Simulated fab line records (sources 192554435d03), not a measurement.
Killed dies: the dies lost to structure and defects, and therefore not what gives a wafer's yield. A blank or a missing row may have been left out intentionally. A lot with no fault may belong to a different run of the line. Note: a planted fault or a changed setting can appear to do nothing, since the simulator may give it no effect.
Which tool did it? ; flow n5-finfet ; 33 wafers from 11 lots sampled at 4 of the route's 1938 steps

WHAT EACH GAUGE READ, for each wafer
N5_BEOL_M8_RS_MEAS_57: measures by four-point-probe. Usual: M8_RS 0.287 ohm/sq, standard deviation 0.0063.
lot;measured;on;M8_RS (ohm/sq);flag
L662;day 10 03:41;film-metro-01;0.286 0.287 0.298;
L663;day 10 05:11;film-metro-01;0.288 0.290 0.286;
L665;day 10 11:31;film-metro-02;0.295 0.295 0.299;
L666;day 10 23:55;film-metro-02;0.293 0.276 0.287;
L673;day 13 13:28;film-metro-02;0.286 0.279 0.278;
L675;day 14 01:31;film-metro-02;0.286 0.286 0.282;
L680;day 14 11:01;film-metro-02;0.288 0.281 0.286;
L676;day 14 12:22;film-metro-02;0.286 0.287 0.280;
L678;day 15 00:11;film-metro-02;0.295 0.293 0.282;
L679;day 15 01:35;film-metro-01;0.286 0.289 0.279;
L681;day 15 10:34;film-metro-01;0.292 0.293 0.289;

WHAT TOOL EACH LOT RAN ON (gives the tool, then ch and the chambers of the sampled wafers, and finally the start)
lot;N5_BEOL_M8_SPUTTER_48;N5_BEOL_M8_CMP_52;N5_BEOL_M8_DEP_56
L662;pvd-sputter-03, day 10 02:06;cmp-02 ch 1,3, day 10 03:16;pecvd-02 ch 0,1, day 10 03:36
L663;pvd-sputter-01, day 10 03:58;cmp-01 ch 0,2,3, day 10 04:46;pecvd-02 ch 1, day 10 05:06
L665;pvd-sputter-03, day 10 10:26;cmp-02 ch 0,1,3, day 10 11:05;pecvd-04 ch 1,2, day 10 11:26
L666;pvd-sputter-01, day 10 21:59;cmp-02 ch 1,2, day 10 23:17;pecvd-04 ch 0,1, day 10 23:38
L673;pvd-sputter-03, day 13 12:15;cmp-03 ch 0,2,3, day 13 12:53;pecvd-02 ch 1,2, day 13 13:10
L675;pvd-sputter-03, day 14 00:23;cmp-02 ch 0,2, day 14 00:53;pecvd-01 ch 0,1,2, day 14 01:15
L680;pvd-sputter-02, day 14 10:02;cmp-01 ch 0,1,2, day 14 10:34;pecvd-04 ch 0,2, day 14 10:56
L676;pvd-sputter-03, day 14 11:25;cmp-01 ch 0,2,3, day 14 11:56;pecvd-02 ch 0,2, day 14 12:17
L678;pvd-sputter-03, day 14 22:53;cmp-02 ch 0,2,3, day 14 23:47;pecvd-02 ch 0,1,2, day 15 00:07
L679;pvd-sputter-03, day 15 00:38;cmp-02 ch 0,1, day 15 01:09;pecvd-01 ch 0,2, day 15 01:31
L681;pvd-sputter-03, day 15 08:31;cmp-03 ch 1,3, day 15 10:10;pecvd-01 ch 0,2, day 15 10:29
- N5_BEOL_M8_SPUTTER_48: material Cu, target thk 10 nm, time 1.667 s.
- N5_BEOL_M8_CMP_52: polishes, stops on SiCOH lowk, t overpolish 6.9 s, target thk 80 nm.
- N5_BEOL_M8_DEP_56: deposits SiCN from 3MS/NH3, target thk 10 nm, time 17.5 s.

WHAT THE TOOLS THEMSELVES READ (means of the sampled wafers that have a number; where no wafer has one, the mark that the record gives instead)
N5_BEOL_M8_SPUTTER_48. Usual: cathode-dc-power-W 26000 W, standard deviation 4.4; throttle-valve-pct 30.0 %, standard deviation 0.77.
lot;tool;cathode-dc-power-W (W);throttle-valve-pct (%);flag
L662;pvd-sputter-03;26004;29.9;
L663;pvd-sputter-01;26005;30.0;
L665;pvd-sputter-03;26005;30.3;
L666;pvd-sputter-01;26000;30.0;
L673;pvd-sputter-03;25998;29.9;
L675;pvd-sputter-03;25999;29.9;
L680;pvd-sputter-02;26002;29.6;
L676;pvd-sputter-03;26002;29.5;
L678;pvd-sputter-03;25999;29.7;
L679;pvd-sputter-03;25998;30.3;
L681;pvd-sputter-03;26000;29.7;

N5_BEOL_M8_CMP_52. Usual: barrier-field-endpoint-s 28.8 s, standard deviation 0.61; motor-current-A 6.3 A, standard deviation 0.62; overpolish-run-s 6.899 s, standard deviation 0.0097; time-to-endpoint-s 62.3 s, standard deviation 2.4.
lot;tool;barrier-field-endpoint-s (s);motor-current-A (A);overpolish-run-s (s);time-to-endpoint-s (s);flag
L662;cmp-02;29.2;6.0;6.901;63.4;
L663;cmp-01;28.4;5.9;6.894;60.3;
L665;cmp-02;28.4;6.5;6.906;63.5;
L666;cmp-02;29.0;7.2;6.894;63.9;
L673;cmp-03;28.3;6.0;6.903;59.7;
L675;cmp-02;28.6;6.3;6.902;61.0;
L680;cmp-01;29.4;6.3;6.905;61.1;
L676;cmp-01;28.5;6.1;6.889;62.0;
L678;cmp-02;28.6;6.2;6.901;62.7;
L679;cmp-02;29.6;7.2;6.899;64.0;
L681;cmp-03;29.3;6.6;6.900;63.4;

N5_BEOL_M8_DEP_56. Usual: showerhead-plenum-p-Torr 3.662 Torr, standard deviation 0.019; showerhead-vpp-V 881 V, standard deviation 37; throttle-valve-pct 9.2 %, standard deviation 0.58.
lot;tool;showerhead-plenum-p-Torr (Torr);showerhead-vpp-V (V);throttle-valve-pct (%);flag
L662;pecvd-02;3.681;871;9.5;
L663;pecvd-02;3.678;869;9.6;
L665;pecvd-04;3.649;872;8.5;
L666;pecvd-04;3.661;887;9.2;
L673;pecvd-02;3.671;935;9.1;
L675;pecvd-01;3.650;854;9.2;
L680;pecvd-04;3.665;880;8.8;
L676;pecvd-02;3.667;911;9.3;
L678;pecvd-02;3.672;909;9.3;
L679;pecvd-01;3.629;869;9.5;
L681;pecvd-01;3.631;868;9.5;

THE ANSWER, worked out from the rows above alone
Rule: a lot is off if the mean of its wafers that have a number lies more than 3 standard deviations from the usual mean. A lot without any number at a reading at which 4 lots or more have one is off too. All remaining lots with rows at the step are treated as sound. Order of review: gauges by route order, followed by the tools' own readings, for which a lot's mean as printed above is used. At the first step where some lot is off, the reading lying furthest off is the one used; lots without a number count as furthest.
Nothing can be told from this: no lot is off at any reading shown.

WHAT WAS PUT IN BY THE SIMULATOR
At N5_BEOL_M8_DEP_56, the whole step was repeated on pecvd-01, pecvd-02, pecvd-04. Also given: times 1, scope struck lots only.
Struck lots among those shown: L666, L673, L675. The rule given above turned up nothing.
